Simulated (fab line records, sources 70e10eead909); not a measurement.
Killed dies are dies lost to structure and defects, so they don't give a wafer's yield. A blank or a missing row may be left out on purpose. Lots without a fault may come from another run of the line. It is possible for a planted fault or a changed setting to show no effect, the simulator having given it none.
Which tool was responsible? ; flow nand harc ; 12 lots, 36 wafers sampled, at 5 steps of a route of 1159

## WHAT THE GAUGES SHOWED, per wafer
NHARC_END_SORT_01. Usual: killed at array 31, standard deviation 11; killed at other 0.5, standard deviation 0.78; killed at periphery 3.0, standard deviation 2; killed dies 34, standard deviation 12; killed open 3.2, standard deviation 2; killed short 1.9, standard deviation 1.6.
lot;measured;on;killed at array;killed at other;killed at periphery;killed dies;killed open;killed short;flag
L274;day 22 06:01;prober-01;13 20 17;0 1 1;4 656 659;17 677 677;3 3 3;3 7 0;OFF

## TOOL THAT RAN EACH LOT (tool first, then ch and the chambers of the sampled wafers, then the start)
lot;NHARC_P_CONTACT_DEP_30;NHARC_P_CONTACT_CMP_01;NHARC_P_CONTACT_ETCH_35;NHARC_P_CONTACT_ETCH_31
L263;pecvd-04 ch 0,1,2, day 5 09:50;cmp-01 ch 0,2,3, day 5 10:32;rie diel-06 ch 0,3, day 5 11:31;rie diel-06 ch 0,2,3, day 5 12:17
L262;pecvd-04 ch 0,1,2, day 5 11:47;cmp-01 ch 0,1,3, day 5 12:29;rie diel-02 ch 0,3, day 5 13:23;rie diel-02 ch 0,2,3, day 5 14:19
L264;pecvd-04 ch 0,1,2, day 6 01:30;cmp-04 ch 1,2, day 6 02:10;rie diel-06 ch 0,1,3, day 6 03:16;rie diel-06 ch 1,3, day 6 03:55
L266;pecvd-01 ch 0,1,2, day 6 09:16;cmp-04 ch 0,1,3, day 6 09:59;rie diel-06 ch 1,2,3, day 6 11:02;rie diel-06 ch 1,2,3, day 6 11:42
L270;pecvd-01 ch 0,1,2, day 7 15:30;cmp-04 ch 0,2,3, day 7 16:13;rie diel-06 ch 1,2, day 7 17:19;rie diel-06 ch 0,1, day 7 17:58
L274;pecvd-04 ch 1,2, day 8 20:14;cmp-02 ch 0,3, day 8 20:57;rie diel-06 ch 1,2, day 8 21:55;rie diel-06 ch 0,2, day 8 22:35
L277;pecvd-01 ch 0,1, day 9 11:25;cmp-02 ch 2,3, day 9 12:08;rie diel-08 ch 2,3, day 9 13:07;rie diel-08 ch 2,3, day 9 13:46
L279;pecvd-03 ch 0,1,2, day 9 17:12;cmp-04 ch 1,3, day 9 17:56;rie diel-02 ch 0,2, day 9 18:54;rie diel-02 ch 0,1, day 9 19:41
L280;pecvd-03 ch 0,1,2, day 10 01:22;cmp-04 ch 1,2,3, day 10 02:07;rie diel-08 ch 0,1,2, day 10 03:04;rie diel-08 ch 1,2,3, day 10 03:46
L283;pecvd-01 ch 0,1, day 10 15:14;cmp-02 ch 0,2, day 10 15:55;rie diel-08 ch 1,2,3, day 10 17:01;rie diel-08 ch 0,3, day 10 17:50
L282;pecvd-04 ch 0,1,2, day 10 16:44;cmp-01 ch 0,2,3, day 10 17:23;rie diel-08 ch 0,3, day 10 18:23;rie diel-08 ch 2,3, day 10 19:20
L285;pecvd-03 ch 0,1,2, day 11 04:34;cmp-04 ch 0,2,3, day 11 05:17;rie diel-02 ch 2,3, day 11 06:20;rie diel-02 ch 1,2, day 11 06:59
- NHARC_P_CONTACT_DEP_30: deposits SiNx, target thk 30 nm.
- NHARC_P_CONTACT_CMP_01: polishes SiO2, target thk 200 nm.
- NHARC_P_CONTACT_ETCH_35: etches the open film in CF4, target depth 39 nm, time 65 s.
- NHARC_P_CONTACT_ETCH_31: etches the open film in CH3F/O2, target depth 30 nm, time 85.7 s.

## AS READ BY THE TOOLS THEMSELVES (means over the sampled wafers that have a number; for cases with no such wafer, the mark the record gives instead)
NHARC_P_CONTACT_DEP_30. Usual: heater power w at 757 W, with a standard deviation of 100.
lot;tool;heater power w (W);flag
L263;pecvd-04;706;
L262;pecvd-04;646;
L264;pecvd-04;709;
L266;pecvd-01;830;
L270;pecvd-01;818;
L274;pecvd-04;772;
L277;pecvd-01;849;
L279;pecvd-03;722;
L280;pecvd-03;770;
L283;pecvd-01;898;
L282;pecvd-04;650;
L285;pecvd-03;738;

NHARC_P_CONTACT_CMP_01. Usual: motor current A 12.2 A, standard deviation 1.2; slurry flow ml min 149.9, standard deviation 0.47.
lot;tool;motor current A (A);slurry flow ml min;flag
L263;cmp-01;11.1;149.7;
L262;cmp-01;12.2;150.2;
L264;cmp-04;11.9;150.5;
L266;cmp-04;13.0;150.0;
L270;cmp-04;12.6;150.2;
L274;cmp-02;10.6;150.0;
L277;cmp-02;12.4;149.9;
L279;cmp-04;12.9;149.6;
L280;cmp-04;12.8;150.1;
L283;cmp-02;10.8;150.0;
L282;cmp-01;11.4;149.6;
L285;cmp-04;12.5;150.0;

NHARC_P_CONTACT_ETCH_35. Usual: drypump motor current A 5.7 A, standard deviation 0.5; oes product au 0.998 a.u., standard deviation 0.012; rf vpp V 151.3 V, standard deviation 1.3; showerhead plenum p Torr 1.77 Torr, standard deviation 0.086; throttle valve pct 13.282 %, standard deviation 0.0092.
lot;tool;drypump motor current A (A);oes product au (a.u.);rf vpp V (V);showerhead plenum p Torr (Torr);throttle valve pct (%);flag
L263;rie diel-06;5.0;0.995;151.0;1.79;13.279;
L262;rie diel-02;5.5;1.018;150.3;1.68;13.285;
L264;rie diel-06;5.5;0.997;152.6;1.77;13.281;
L266;rie diel-06;5.9;1.000;151.4;1.77;13.277;
L270;rie diel-06;6.2;0.996;151.6;1.81;13.279;
L274;rie diel-06;6.4;0.975;150.5;1.74;13.286;
L277;rie diel-08;6.0;1.013;150.7;1.84;13.284;
L279;rie diel-02;5.9;0.986;149.8;1.65;13.274;
L280;rie diel-08;5.7;0.992;151.2;1.75;13.279;
L283;rie diel-08;5.7;0.993;151.9;1.78;13.281;
L282;rie diel-08;5.6;0.990;150.7;1.74;13.287;
L285;rie diel-02;5.6;0.990;150.3;1.65;13.286;

NHARC_P_CONTACT_ETCH_31. Usual: drypump motor current A 5.7 A, standard deviation 0.5; oes product au 0.978 a.u., standard deviation 0.015; rf vpp V 244.1 V, standard deviation 1.8; showerhead plenum p Torr 2.45 Torr, standard deviation 0.12; throttle valve pct 20.663 %, standard deviation 0.0088.
lot;tool;drypump motor current A (A);oes product au (a.u.);rf vpp V (V);showerhead plenum p Torr (Torr);throttle valve pct (%);flag
L263;rie diel-06;5.3;0.986;245.1;2.56;20.665;
L262;rie diel-02;5.7;0.977;242.6;2.32;20.669;
L264;rie diel-06;6.1;0.947;242.9;2.36;20.664;
L266;rie diel-06;5.9;0.982;245.2;2.46;20.665;
L270;rie diel-06;6.0;0.968;244.0;2.42;20.658;
L274;rie diel-06;5.2;0.743;246.2;2.62;20.661;OFF
L277;rie diel-08;5.8;0.980;245.8;2.54;20.662;
L279;rie diel-02;6.2;0.973;242.7;2.32;20.662;
L280;rie diel-08;5.7;0.987;244.4;2.48;20.667;
L283;rie diel-08;5.6;0.979;243.3;2.46;20.663;
L282;rie diel-08;6.0;0.985;244.7;2.56;20.669;
L285;rie diel-02;6.0;0.962;242.1;2.30;20.666;

## THE ANSWER, worked out from the rows above alone
Rule: a lot counts as off when the mean over its wafers that have a number is more than 3 standard deviations away from the usual mean. A lot without any number at a reading at which 4 lots or more have one is off too. The other lots that the step has rows for count as sound. The gauges are gone through in route order, then the tools' own readings, and for those a lot's mean is taken as printed above. At the first step where some lot is off, the reading lying furthest off is the one used; lots without a number count as furthest.
Off: L274 (NHARC_END_SORT_01, killed at periphery). Neither off nor sound, because the step has no rows for them: L263, L262, L264, L266, L270, L277, L279, L280, L283, L282, L285.
A tool fits if, at a process step before that reading, it ran every lot that is off, and no sound lot after the first of them. The gauges at NHARC_END_SORT_01 aren't tried: what is off there is off at NHARC_P_CONTACT_ETCH_31 too, on other tools, and a gauge's error can't cause that. Can't be told from this: 3 tools fit, pecvd-04 at NHARC_P_CONTACT_DEP_30, cmp-02 at NHARC_P_CONTACT_CMP_01, rie diel-06 at NHARC_P_CONTACT_ETCH_35 and NHARC_P_CONTACT_ETCH_31.

## WHAT WAS PUT IN BY THE SIMULATOR
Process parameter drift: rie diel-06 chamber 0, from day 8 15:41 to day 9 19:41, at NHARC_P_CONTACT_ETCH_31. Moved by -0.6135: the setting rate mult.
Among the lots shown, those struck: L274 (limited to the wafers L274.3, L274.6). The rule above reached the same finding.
